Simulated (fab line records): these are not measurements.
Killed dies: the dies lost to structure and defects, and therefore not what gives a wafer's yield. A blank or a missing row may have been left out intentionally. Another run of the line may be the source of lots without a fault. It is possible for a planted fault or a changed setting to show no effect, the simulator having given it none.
Chamber matching | flow nand_harc | 4 sister chambers for NHARC_A_CONTACT_ETCH_106 on rie_diel-10
The step etches the open film in CF4/O2, target depth 90 nm, overetch 9 nm, time 49.5 s. 4 wafers are shown with their chamber, then 12 later ones without.

## WAFERS WITH THEIR CHAMBER
wafer  | chamber | drypump_motor_current_A (A)
L090.2 | 2       | 6.25
L092.3 | 1       | 5.67
L092.5 | 0       | 6.14
L092.6 | 3       | 5.81

## WAFERS WITH NO CHAMBER GIVEN
wafer  | drypump_motor_current_A (A)
L093.1 | 6.22
L093.5 | 6.24
L093.6 | 5.69
L094.2 | 6.25
L094.4 | 5.68
L094.6 | 5.81
L095.3 | 6.24
L095.5 | 5.66
L095.6 | 6.15
L097.2 | 6.15
L097.3 | 5.79
L097.5 | 5.69

## CHAMBER TAKEN BY EACH
wafer  | from the rows above | in truth
L093.1 | 2                   | 2
L093.5 | 2                   | 2
L093.6 | 1                   | 1
L094.2 | 2                   | 2
L094.4 | 1                   | 1
L094.6 | 3                   | 3
L095.3 | 2                   | 2
L095.5 | 1                   | 1
L095.6 | 0                   | 0
L097.2 | 0                   | 0
L097.3 | 3                   | 3
L097.5 | 1                   | 1
Correct placement for 12 of the 12. From these rows, 0 cannot be placed. Wrongly placed: 0.
How it was worked out, from the rows above alone: a wafer's distance from a chamber is the root of the sum, over the readings, of the square of ((its reading less the chamber's mean) divided by the reading's scatter). The wafer belongs to the nearest chamber; if the next one is less than 2 further off, it can't be placed. A chamber's mean is the mean of its shown wafers. The scatter: root of mean squared gap, hidden wafer to nearest shown wafer, with one shown wafer a chamber.
